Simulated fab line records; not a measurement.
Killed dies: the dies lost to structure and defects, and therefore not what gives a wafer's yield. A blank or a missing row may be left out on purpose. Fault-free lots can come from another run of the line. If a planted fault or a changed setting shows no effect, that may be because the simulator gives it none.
fab line records	flow n5Finfet
[record] lots = 4	wafers = 12	lastDay = 17
route steps=1938 shown BEOL_M0_SAQP@652 BEOL_M4@1111 PASSIVATION@1936
lots that met no fault: from a run of the same line without faults
startH: start of the lot's first displayed wafer, in hours after the record's first day	waitH: hours elapsed since this lot's preceding step	" same as the row above	L1.1+2: one row covering several wafers at once	- no value, or no start given	* or withheld: withheld	< > ~ a bound
route shown NAME@n: NAME is a module with steps in the file, n the number in the route of the first one	usual: the fault-free wafers' mean and standard deviation	same: alike in all rows	chamber/n: place in a boat	sites: the reading at each site	_std_site: the values' standard deviation	_edge_site: the outer-site mean with the inner-site mean subtracted	radiusMm: how far each site lies from the wafer's centre	mask NAME#n: copy n	behind: tool/chamber where the wafer was last shaped	hold: why the lot was held/for how many hours/how that ended	device: the n, p or np transistor that did not switch	end of line: the route-end tests of the same wafers	for a step that has no rows: nothing shown but its recipe	killed: not the wafer's yield, but the dies lost to structure and defects at the first sort	map: per-die view of a wafer (x killed, . not killed, _ where there is no die)
set.NAME: setting as actually run; set.NAME@STEP: the setting as run at that earlier step	model.NAME: the simulator's own value behind a step, which no gauge read
lots seen at some steps along the route; tables by step, rows by wafer
services: the hour from which a tool's chamber was out of use, counted from the record's first day as startH (under 0 if before that day), plus the number of hours and why
[[steps]]
[step N5_BEOL_M0_SAQP_DESCUM_19]
[recipe] chemistry = O2	timeS = 7.9	sourcePowerW = 50	biasPowerW = 20	pressureMtorr = 20	rfFrequencyHz = 2.712e+07	tempC = 40	resist = CAR-ArF	o2FlowSccm = 225
[step N5_BEOL_M0_SAQP_ETCH_83]
[recipe] chemistry = CF4	target = SiARC	targetDepthA = 390	maskMaterial = CAR-ArF	timeS = 65	ionEnergyEv = 80	pressureMtorr = 40	sourceW = 545	biasW = 36	Ar_flow_sccm = 100	cf4FlowSccm = 100	ends = cleared
[step N5_BEOL_M0_SAQP_ETCH_84]
[recipe] chemistry = N2/H2	target = SOC	targetDepthA = 1000	overetchA = 200	maskMaterial = SiARC	tempC = 40	timeS = 150	ionEnergyEv = 200	pressureMtorr = 30	sourceW = 840	biasW = 150	n2FlowSccm = 200	h2FlowSccm = 200
[step N5_BEOL_M0_SAQP_STRIP_80]
[recipe] chemistry = N2/H2	tempC = 40	n2FlowSccm = 200	h2FlowSccm = 200	rfFrequencyHz = 6e+07
[step N5_BEOL_M0_SAQP_HM_OPEN_112]
[recipe] chemistry = CHF3/O2	target = SiO2	stopOn = a-Si	targetDepthA = 120	overEtchFrac = 1.25	maskMaterial = SOC	timeS = 13.5	pressureMtorr = 30	sourceW = 650	biasW = 170	Ar_flow_sccm = 200	CHF3_flow_sccm = 50	O2_flow_sccm = 5	ionEnergyEv = 200	ends = endPoint
[step N5_BEOL_M0_SAQP_STRIP_113]
[recipe] chemistry = CHF3/O2	resist = SiARC	rfFrequencyHz = 6e+07
[step N5_BEOL_M0_SAQP_MANDREL_ETCH_20]
[recipe] targetDepthA = 600	chemistry = HBr/Cl2	target = a-Si	stopOn = SiNx	btTimeS = 10	maskMaterial = SOC	overEtchFrac = 0.5	timeS = 30	pressureMtorr = 10	icpW = 800	biasW = 75	HBr_flow_sccm = 150	Cl2_flow_sccm = 80	ends = endPoint
[step N5_BEOL_M0_SAQP_STRIP_86]
[recipe] chemistry = N2/H2	powerW = 500	tempC = 40	pressureMtorr = 50	rfFrequencyHz = 6e+07	overashFraction = 0.3	biasPowerW = 28	h2Frac = 0.5	n2FlowSccm = 300	h2FlowSccm = 300
[step N5_BEOL_M0_SAQP_STRIP_115]
[recipe] chemistry = postEtchResidueRemover	timeS = 60	tempC = 25	removerPh = withheld	removerWaterWtPct = withheld	removerFluorideWtPct = withheld
[step N5_BEOL_M0_SAQP_SRD_93]
[recipe] dry = ipaMarangoni	timeS = 30	tempC = 23	rinseLiquid = diw
[step N5_BEOL_M0_SAQP_RECESS_114]
[recipe] chemistry = HF/NH3	target = SiO2	targetDepthA = 144	afsCycles = 3	tempC = 30	sublimationTempC = 180	sublimationTimeS = 60
[usual] afsCycles = 3/0	drypumpMotorCurrentA = 5.9/0.32
lot.wafer	tool	chamber	startH	waitH	afsCycles	drypumpMotorCurrentA	model.SiO2_of_BEOL_M0_SAQP_HM_DEP_111.thkNm	model.SiNx_of_BEOL_M0_SAQP_PECVD_97.thkNm
L755.4	vaporEtch-01	1	107.22	0.1	3	5.8	0	15.6
L755.5	"	0	"	"	3	5.5	0	16
L755.6	"	1	"	"	3	5.8	0	15.6
L775.1	vaporEtch-02	0	228.39	0.0	-	-	11.4	18.2
L775.3	"	1	"	"	-	-	11.6	18
L775.6	"	1	"	"	-	-	11.8	18.4
L776.1	vaporEtch-01	0	234.45	0.0	-	-	11.8	17.6
L776.3	"	1	"	"	-	-	11.6	17.6
L776.4	"	0	"	"	-	-	11.8	18
L777.1	vaporEtch-01	0	241.67	0.0	3	5.5	0	15.6
L777.4	"	0	"	"	3	5.5	0	16.6
L777.6	"	0	"	"	3	5.5	0	15.6
[step N5_BEOL_M0_SAQP_SPACER1_ALD_98]
[recipe] material = SiO2	targetThkA = 128	tempC = 300	aldPrecursorFamily = BDEAS	aldCoReactant = O2-plasma	pulseTimeS = 1	purgeTimeS = 2	coReactantPurgeTimeS = 2	aldCycles = 138	pressureTorr = 2
[step N5_BEOL_M0_SAQP_SPACER1_ETCHBACK_99]
[recipe] chemistry = CHF3/O2	mode = anisotropicEtchback	target = SiO2	targetDepthA = 154	timeS = 7.7	pressureMtorr = 30	sourceW = 650	biasW = 170	Ar_flow_sccm = 200	CHF3_flow_sccm = 50	O2_flow_sccm = 5	ionEnergyEv = 200
[step N5_BEOL_M0_SAQP_MANDREL1_REMOVE_100]
[recipe] chemistry = HBr/Cl2/O2	btTimeS = 10	target = a-Si	stopOn = SiNx	endpoint = OES-SiCl	overEtchFrac = 0.85	icpW = 600	biasW = 30	HBr_flow_sccm = 150	Cl2_flow_sccm = 80	O2_flow_sccm = 5	pressureMtorr = 10
[step N5_BEOL_M0_SAQP_ETCH_101]
[recipe] chemistry = CH3F/O2	target = SiNx	maskMaterial = SiO2	targetDepthA = 299	timeS = 42.7	pressureMtorr = 30	sourceW = 395	biasW = 73	Ar_flow_sccm = 150	CH3F_flow_sccm = 30	O2_flow_sccm = 20	ionEnergyEv = 120
[step N5_BEOL_M0_SAQP_ETCH_102]
[recipe] chemistry = CF4	target = SiO2	targetDepthA = 40	ionEnergyEv = 350	timeS = 4.4	pressureMtorr = 10	icpW = 800	biasW = 400	cf4FlowSccm = 80
[step N5_BEOL_M0_SAQP_MANDREL_ETCH_103]
[recipe] chemistry = HBr/Cl2	target = a-Si	targetDepthA = 450	btTimeS = 10	stopOn = SiCN	maskMaterial = SiO2	overEtchFrac = 0.8	timeS = 27	pressureMtorr = 10	icpW = 800	biasW = 75	HBr_flow_sccm = 150	Cl2_flow_sccm = 80	ends = endPoint
[step N5_BEOL_M0_SAQP_RECESS_104]
[recipe] chemistry = HF/NH3	target = SiO2	targetDepthA = 180	afsCycles = 3	tempC = 30	sublimationTempC = 180	sublimationTimeS = 60
[step N5_BEOL_M0_SAQP_COAT_105]
[recipe] resist = SOC	tempC = 250	timeS = 60	spinRpm = 1500	resistThkNm = 100
[step N5_BEOL_M0_SAQP_ETCH_106]
[recipe] chemistry = N2/H2	target = SOC	targetDepthA = 1500	stopOn = SiNx	ionEnergyEv = 100	biasW = 61	pressureMtorr = 30	sourceW = 850	n2FlowSccm = 200	h2FlowSccm = 200
[usual] drypumpMotorCurrentA = 5.7/0.42	oesProductAu = 0.78/0.087	rfVppV = 241.1/1.7	showerheadPlenumPTorr = 2.58/0.12	throttleValvePct = 17.99/0.26
lot.wafer	tool	chamber	startH	waitH	drypumpMotorCurrentA	oesProductAu	rfHoursCounterH	rfVppV	showerheadPlenumPTorr	throttleValvePct	model.SiNx_of_BEOL_M0_SAQP_PECVD_97.thkNm
L755.4	rieDiel-01	1	109.00	-	5.2	0.69	191	242.3	2.64	18.07	15.2
L755.5	"	1	"	"	5.2	0.69	-	242.1	2.64	18.07	15.6
L755.6	"	0	"	"	5.9	0.70	-	240.9	2.55	18.49	15.2
L775.1	rieDiel-06	3	230.33	-	5.1	0.91	25	239.0	2.51	17.76	17.8
L775.3	"	1	"	"	5.2	0.80	-	241.4	2.66	18.01	17.4
L775.6	"	1	"	"	5.2	0.79	-	241.3	2.66	18.00	17.8
L776.1	rieDiel-01	1	237.10	-	5.2	0.68	234	242.2	2.62	18.14	17.2
L776.3	"	2	"	"	5.5	0.71	231	240.6	2.60	18.03	17.2
L776.4	"	0	"	"	5.9	0.93	4	241.0	2.54	18.09	17.6
L777.1	rieDiel-06	1	243.67	-	5.3	0.78	92	242.2	2.66	18.02	15.2
L777.4	"	3	"	"	5.1	0.89	31	240.0	2.50	17.78	16.2
L777.6	"	0	"	"	5.5	0.87	-	239.9	2.48	17.70	15.2
[step N5_BEOL_M0_SAQP_ETCH_107]
[recipe] chemistry = CH3F/O2	target = SiNx	targetDepthA = 300	maskMaterial = SOC	pressureMtorr = 30	sourceW = 395	biasW = 73	Ar_flow_sccm = 150	CH3F_flow_sccm = 30	O2_flow_sccm = 20	ionEnergyEv = 120
[step N5_BEOL_M4_RC_MEAS_101]
[usual] DIBL_N = 36.2/2.4	DIBL_P = 36.2/2.6	IOFF_N = 0.16/0.045	IOFF_P = 0.21/0.046	ION_N = 674/17	ION_P = 463/11	SS_N = 71.5/0.77	SS_P = 73.1/0.76	VT_N = 250/3.9	VT_P = -250/3.9
lot.wafer	tool	chamber	startH	waitH	DIBL_N[mV/V]	DIBL_P[mV/V]	IOFF_N[nA/um]	IOFF_P[nA/um]	ION_N[uA/um]	ION_P[uA/um]	SS_N[mV/dec]	SS_P[mV/dec]	VT_N[mV]	VT_P[mV]
L755.4	prober-02	0	165.93	0.5	39.0	39.5	0.19	0.28	677	477	71.6	73.6	247	-245
L755.5	"	0	"	"	42.3	43.4	0.26	0.35	689	476	73.0	73.7	243	-243
L755.6	"	0	"	"	36.1	35.6	0.13	0.20	673	470	71.4	72.2	253	-247
L777.1	prober-02	0	309.30	0.0	35.2	35.1	0.15	0.21	679	465	72.0	73.7	249	-250
L777.4	"	0	"	"	32.8	33.1	0.10	0.18	656	462	71.3	72.2	255	-251
L777.6	"	0	"	"	33.7	34.3	0.12	0.20	656	460	71.1	72.1	253	-251
[step N5_PASSIVATION_PROBE_49]
[usual] defectLimitedYield = 91.2/1.4	killed_at_M0_to_M3 = 33/9.5	killed_at_M4_up = 13/4.7	killedAtContacts = 11/5.3	killedAtFrontEnd = 42/12	killedAtOther = 5/3.3	killedDies = 104/17	killedOnRim = 14/4	killedOpen = 67/12	killedShort = 33/7.7	sort_bin_4_leakage = 0.01/0.058	sort_bin_5_function = 5.1/0.94	sort_bin_6_memory = 3.3/0.67	sortNPass = 1074/24	sortYieldPct = 91.1/2
[same] grossDies = 1180	killedAtBackSide = 0	sort_bin_8_speed[%] = 0
lot.wafer	tool	chamber	startH	waitH	defectLimitedYield[%]	killed_at_M0_to_M3	killed_at_M4_up	killedAtContacts	killedAtFrontEnd	killedAtOther	killedDies	killedOnRim	killedOpen	killedShort	sort_bin_4_leakage[%]	sort_bin_5_function[%]	sort_bin_6_memory[%]	sortNPass	sortYieldPct[%]
L775.1	prober-02	-	406.89	0.0	0	1123	14	10	25	8	1180	152	57	28	0	96.9	2.8	0	0
L775.3	prober-02	-	406.99	0.1	0	1100	21	19	39	1	1180	152	90	15	0	96.2	3.6	0	0
L775.6	prober-02	-	407.14	0.3	0	1124	13	8	31	4	1180	152	62	24	0	97.2	2.7	0	0
L776.1	prober-01	-	407.95	0.0	0	1108	11	6	52	3	1180	152	74	27	0	96.4	3.4	0	0
L776.3	prober-01	-	408.05	0.1	0	1109	12	6	50	3	1180	152	75	42	0	95.5	4.2	0	0
L776.4	prober-01	-	408.10	0.2	0	1101	12	4	62	1	1180	152	79	30	0	96.2	3.4	0	0
L777.1	prober-01	-	419.00	0.0	91.7	24	14	17	34	9	98	14	63	34	0	4.9	3.2	1082	91.7
L777.4	prober-01	-	419.15	0.2	89.7	17	12	14	68	10	121	23	88	33	0	5.8	3.9	1059	89.7
L777.6	prober-01	-	419.25	0.3	90.8	39	4	21	39	6	109	11	65	42	0	6.0	2.9	1071	90.8
// killed by level:class
L775.1 BEOL_M0_SAQP:areaRecess=1095 BEOL_M3:geometricParticle:open=12 MOL_CONTACT_COAG:geometricParticle:open=9 FIN_SAQP:geometricParticle:short=6 DUMMY_GATE:geometricParticle:open=6 BEOL_M2:geometricParticle:open=6 BEOL_M4:geometricParticle:open=5 MIM_TOP_ETCH:geometricParticle:short=5
L775.3 BEOL_M0_SAQP:areaRecess=1074 STI_FIN_REVEAL:geometricParticle:open=16 MOL_CONTACT_COAG:geometricParticle:open=16 DUMMY_GATE:geometricParticle:open=9 BEOL_M4:geometricParticle:open=8 BEOL_M0_SAQP:geometricParticle:open=7 BEOL_M2:geometricParticle:open=7 BEOL_M3:geometricParticle:open=7
L775.6 BEOL_M0_SAQP:areaRecess=1093 BEOL_M2:geometricParticle:open=9 BEOL_M3:geometricParticle:open=8 MOL_CONTACT_COAG:geometricParticle:open=7 BEOL_M1:geometricParticle:open=7 DUMMY_GATE:geometricParticle:open=5 BEOL_M4:geometricParticle:open=5 STI_FIN_REVEAL:geometricParticle:open=4
L776.1 BEOL_M0_SAQP:areaRecess=1079 FIN_SAQP:geometricParticle:open=27 BEOL_M0_SAQP:geometricParticle:open=9 BEOL_M3:geometricParticle:open=8 FIN_SAQP:geometricParticle:short=5 DUMMY_GATE:geometricParticle:open=5 BEOL_M4:geometricParticle:open=5 MOL_CONTACT_COAG:geometricParticle:open=4
L776.3 BEOL_M0_SAQP:areaRecess=1063 FIN_SAQP:geometricParticle:open=17 BEOL_M3:geometricParticle:open=15 BEOL_M2:geometricParticle:open=9 FIN_SAQP:geometricParticle:short=9 STI_FIN_REVEAL:geometricParticle:open=9 BEOL_M0_SAQP:geometricParticle:short=9 GATE_CUT:geometricParticle:open=5
L776.4 BEOL_M0_SAQP:areaRecess=1071 FIN_SAQP:geometricParticle:open=22 STI_FIN_REVEAL:geometricParticle:open=10 DUMMY_GATE:geometricParticle:open=9 BEOL_M2:geometricParticle:open=8 FIN_SAQP:geometricParticle:short=7 BEOL_M3:geometricParticle:open=7 BEOL_M0_SAQP:geometricParticle:open=7
L777.1 MOL_CONTACT_COAG:geometricParticle:open=14 FIN_SAQP:geometricParticle:short=9 STI_FIN_REVEAL:geometricParticle:open=8 BEOL_M4:geometricParticle:open=7 DUMMY_GATE:geometricParticle:open=5 BEOL_M0_SAQP:geometricParticle:open=5 BEOL_M0_SAQP:geometricParticle:short=4 BEOL_M2:geometricParticle:open=4
L777.4 STI_FIN_REVEAL:geometricParticle:open=27 FIN_SAQP:geometricParticle:open=12 MOL_CONTACT_COAG:geometricParticle:open=12 FIN_SAQP:geometricParticle:short=7 BEOL_M0_SAQP:geometricParticle:open=6 STI_FIN_REVEAL:geometricParticle:short=5 MIM_TOP:geometricParticle:open=5 BEOL_M0_SAQP:geometricParticle:short=5
L777.6 MOL_CONTACT_COAG:geometricParticle:open=19 BEOL_M0_SAQP:geometricParticle:short=19 BEOL_M0_SAQP:geometricParticle:open=12 STI_FIN_REVEAL:geometricParticle:open=8 FIN_SAQP:geometricParticle:open=6 BEOL_M3:geometricParticle:open=5 STARTING-WAFER:geometricParticle:short=5 FIN_SAQP:geometricParticle:short=4
// map L775.1 (x killed, . not)
_________________xxxxxxxxxxxx________________
______________xxxxxxxxxxxxxxxxxx_____________
___________xxxxxxxxxxxxxxxxxxxxxxxx__________
__________xxxxxxxxxxxxxxxxxxxxxxxxxx_________
________xxxxxxxxxxxxxxxxxxxxxxxxxxxxxx_______
_______xxxxxxxxxxxxxxxxxxxxxxxxxxxxxxxx______
______xxxxxxxxxxxxxxxxxxxxxxxxxxxxxxxxxx_____
_____xxxxxxxxxxxxxxxxxxxxxxxxxxxxxxxxxxxx____
____xxxxxxxxxxxxxxxxxxxxxxxxxxxxxxxxxxxxxx___
___xxxxxxxxxxxxxxxxxxxxxxxxxxxxxxxxxxxxxxxx__
___xxxxxxxxxxxxxxxxxxxxxxxxxxxxxxxxxxxxxxxx__
__xxxxxxxxxxxxxxxxxxxxxxxxxxxxxxxxxxxxxxxxxx_
__xxxxxxxxxxxxxxxxxxxxxxxxxxxxxxxxxxxxxxxxxx_
_xxxxxxxxxxxxxxxxxxxxxxxxxxxxxxxxxxxxxxxxxxxx
_xxxxxxxxxxxxxxxxxxxxxxxxxxxxxxxxxxxxxxxxxxxx
_xxxxxxxxxxxxxxxxxxxxxxxxxxxxxxxxxxxxxxxxxxxx
_xxxxxxxxxxxxxxxxxxxxxxxxxxxxxxxxxxxxxxxxxxxx
_xxxxxxxxxxxxxxxxxxxxxxxxxxxxxxxxxxxxxxxxxxxx
_xxxxxxxxxxxxxxxxxxxxxxxxxxxxxxxxxxxxxxxxxxxx
_xxxxxxxxxxxxxxxxxxxxxxxxxxxxxxxxxxxxxxxxxxxx
_xxxxxxxxxxxxxxxxxxxxxxxxxxxxxxxxxxxxxxxxxxxx
__xxxxxxxxxxxxxxxxxxxxxxxxxxxxxxxxxxxxxxxxxx_
__xxxxxxxxxxxxxxxxxxxxxxxxxxxxxxxxxxxxxxxxxx_
___xxxxxxxxxxxxxxxxxxxxxxxxxxxxxxxxxxxxxxxx__
___xxxxxxxxxxxxxxxxxxxxxxxxxxxxxxxxxxxxxxxx__
____xxxxxxxxxxxxxxxxxxxxxxxxxxxxxxxxxxxxxx___
_____xxxxxxxxxxxxxxxxxxxxxxxxxxxxxxxxxxxx____
______xxxxxxxxxxxxxxxxxxxxxxxxxxxxxxxxxx_____
_______xxxxxxxxxxxxxxxxxxxxxxxxxxxxxxxx______
________xxxxxxxxxxxxxxxxxxxxxxxxxxxxxx_______
__________xxxxxxxxxxxxxxxxxxxxxxxxxx_________
___________xxxxxxxxxxxxxxxxxxxxxxxx__________
______________xxxxxxxxxxxxxxxxxx_____________
_________________xxxxxxxxxxxx________________
// map L776.1 (x killed, . not)
_________________xxxxxxxxxxxx________________
______________xxxxxxxxxxxxxxxxxx_____________
___________xxxxxxxxxxxxxxxxxxxxxxxx__________
__________xxxxxxxxxxxxxxxxxxxxxxxxxx_________
________xxxxxxxxxxxxxxxxxxxxxxxxxxxxxx_______
_______xxxxxxxxxxxxxxxxxxxxxxxxxxxxxxxx______
______xxxxxxxxxxxxxxxxxxxxxxxxxxxxxxxxxx_____
_____xxxxxxxxxxxxxxxxxxxxxxxxxxxxxxxxxxxx____
____xxxxxxxxxxxxxxxxxxxxxxxxxxxxxxxxxxxxxx___
___xxxxxxxxxxxxxxxxxxxxxxxxxxxxxxxxxxxxxxxx__
___xxxxxxxxxxxxxxxxxxxxxxxxxxxxxxxxxxxxxxxx__
__xxxxxxxxxxxxxxxxxxxxxxxxxxxxxxxxxxxxxxxxxx_
__xxxxxxxxxxxxxxxxxxxxxxxxxxxxxxxxxxxxxxxxxx_
_xxxxxxxxxxxxxxxxxxxxxxxxxxxxxxxxxxxxxxxxxxxx
_xxxxxxxxxxxxxxxxxxxxxxxxxxxxxxxxxxxxxxxxxxxx
_xxxxxxxxxxxxxxxxxxxxxxxxxxxxxxxxxxxxxxxxxxxx
_xxxxxxxxxxxxxxxxxxxxxxxxxxxxxxxxxxxxxxxxxxxx
_xxxxxxxxxxxxxxxxxxxxxxxxxxxxxxxxxxxxxxxxxxxx
_xxxxxxxxxxxxxxxxxxxxxxxxxxxxxxxxxxxxxxxxxxxx
_xxxxxxxxxxxxxxxxxxxxxxxxxxxxxxxxxxxxxxxxxxxx
_xxxxxxxxxxxxxxxxxxxxxxxxxxxxxxxxxxxxxxxxxxxx
__xxxxxxxxxxxxxxxxxxxxxxxxxxxxxxxxxxxxxxxxxx_
__xxxxxxxxxxxxxxxxxxxxxxxxxxxxxxxxxxxxxxxxxx_
___xxxxxxxxxxxxxxxxxxxxxxxxxxxxxxxxxxxxxxxx__
___xxxxxxxxxxxxxxxxxxxxxxxxxxxxxxxxxxxxxxxx__
____xxxxxxxxxxxxxxxxxxxxxxxxxxxxxxxxxxxxxx___
_____xxxxxxxxxxxxxxxxxxxxxxxxxxxxxxxxxxxx____
______xxxxxxxxxxxxxxxxxxxxxxxxxxxxxxxxxx_____
_______xxxxxxxxxxxxxxxxxxxxxxxxxxxxxxxx______
________xxxxxxxxxxxxxxxxxxxxxxxxxxxxxx_______
__________xxxxxxxxxxxxxxxxxxxxxxxxxx_________
___________xxxxxxxxxxxxxxxxxxxxxxxx__________
______________xxxxxxxxxxxxxxxxxx_____________
_________________xxxxxxxxxxxx________________
[[services]]
tool	chamber	startH	hours	kind
rieDiel-01	1	109.26	19.6	repair
rieDiel-01	0	121.21	7.5	repair
rieDiel-06	0	123.19	-	clean
rieDiel-06	0	123.19	-	consumableReplace:focusRing
rieDiel-06	0	123.19	19.6	scheduledDown
rieDiel-06	0	123.19	19.6	ventCycle
rieDiel-01	3	148.32	7.9	repair
rieDiel-06	3	154.22	-	clean
rieDiel-06	3	154.22	-	consumableReplace:focusRing
rieDiel-06	3	154.22	12.6	scheduledDown
rieDiel-06	3	154.22	12.6	ventCycle
rieDiel-01	3	156.65	-	clean
rieDiel-01	3	156.65	-	consumableReplace:focusRing
rieDiel-01	3	156.65	21.4	scheduledDown
rieDiel-01	3	156.65	21.4	ventCycle
rieDiel-01	0	211.47	-	clean
rieDiel-01	0	211.47	-	consumableReplace:focusRing
rieDiel-01	0	211.47	18.4	scheduledDown
rieDiel-01	0	211.47	18.4	ventCycle
rieDiel-01	2	218.89	6.3	repair
rieDiel-06	2	227.39	4.3	repair
[[key]]
[firstSign] step = N5_BEOL_M0_SAQP_RECESS_114	reading = toolRecord	direction = missing
[effect] step = N5_PASSIVATION_PROBE_49	reading = killed_at_M0_to_M3	direction = up	sigmas = 99+	usual = 33	struck = 1111
[modelEffect] step = N5_BEOL_M0_SAQP_RECESS_114	value = SiO2_of_BEOL_M0_SAQP_HM_DEP_111.thkNm	without = 0	struck = 11.67
[modelEffect] step = N5_BEOL_M0_SAQP_ETCH_106	value = SiNx_of_BEOL_M0_SAQP_PECVD_97.thkNm	without = 15.4	struck = 17.5
[moreKillsBornAt] N5_BEOL_M0_SAQP_RECESS_114@vaporEtch-02 = 3261	N5_BEOL_M0_SAQP_RECESS_114@vaporEtch-01 = 3213
metAt N5_BEOL_M0_SAQP_RECESS_114
struckWafers L775.1,L775.3,L775.6,L776.1,L776.3,L776.4
laterRowsLeftOut L775.1,L775.3,L775.6,L776.1,L776.3,L776.4
onsetBetween 107.22 228.39
[fault] kind = skippedStepWhole	tool = vaporEtch-01,vaporEtch-02	chamber = -	onsetH = 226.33	steps = N5_BEOL_M0_SAQP_RECESS_114	scope = struckLotsOnly
// laterRowsLeftOut: the simulator's readings of these wafers behind a module that went badly wrong aren't trusted and aren't shown, but for the sort
